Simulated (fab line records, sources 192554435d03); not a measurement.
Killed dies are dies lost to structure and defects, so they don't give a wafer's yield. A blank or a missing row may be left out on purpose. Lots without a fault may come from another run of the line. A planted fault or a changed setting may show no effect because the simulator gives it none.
Chamber matching | flow n5_finfet | N5_BEOL_M6_STRIP_19 on rie_diel-02: 4 sister chambers
The step strips in O2. 4 wafers are shown with their chamber, then 7 later ones without.

WAFERS WITH THEIR CHAMBER
wafer  | chamber | showerhead_plenum_p_Torr (Torr)
L075.6 | 1       | 2.13
L091.3 | 0       | 2.01
L093.3 | 2       | 2.05
L093.5 | 3       | 2.04

WAFERS WITHOUT THEIR CHAMBER
wafer  | showerhead_plenum_p_Torr (Torr)
L093.6 | 2.00
L092.1 | 2.12
L092.2 | 2.05
L092.5 | 2.12
L097.2 | 2.00
L097.3 | 2.04
L097.6 | 2.11

WHICH CHAMBER EACH WENT THROUGH
wafer  | from the rows above     | in truth
L093.6 | 0                       | 0
L092.1 | 1                       | 1
L092.2 | can't be placed: 2 or 3 | 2
L092.5 | 1                       | 1
L097.2 | 0                       | 0
L097.3 | can't be placed: 3 or 2 | 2
L097.6 | 1                       | 1
Placed correctly: 5 of 7. Can't be placed from these rows: 2 (the true chamber is among the candidates in 2). Placed wrongly: 0.
How it was worked out, from the rows above alone: a wafer's distance from a chamber is the root of the sum, over the readings, of the square of ((its reading less the chamber's mean) divided by the reading's scatter). The wafer belongs to the nearest chamber; if the next one is less than 2 further off, it can't be placed. A chamber's mean is the mean of its shown wafers. The scatter: with one shown wafer a chamber, the root of the mean of the squares of how far each hidden wafer lies from its nearest shown one.
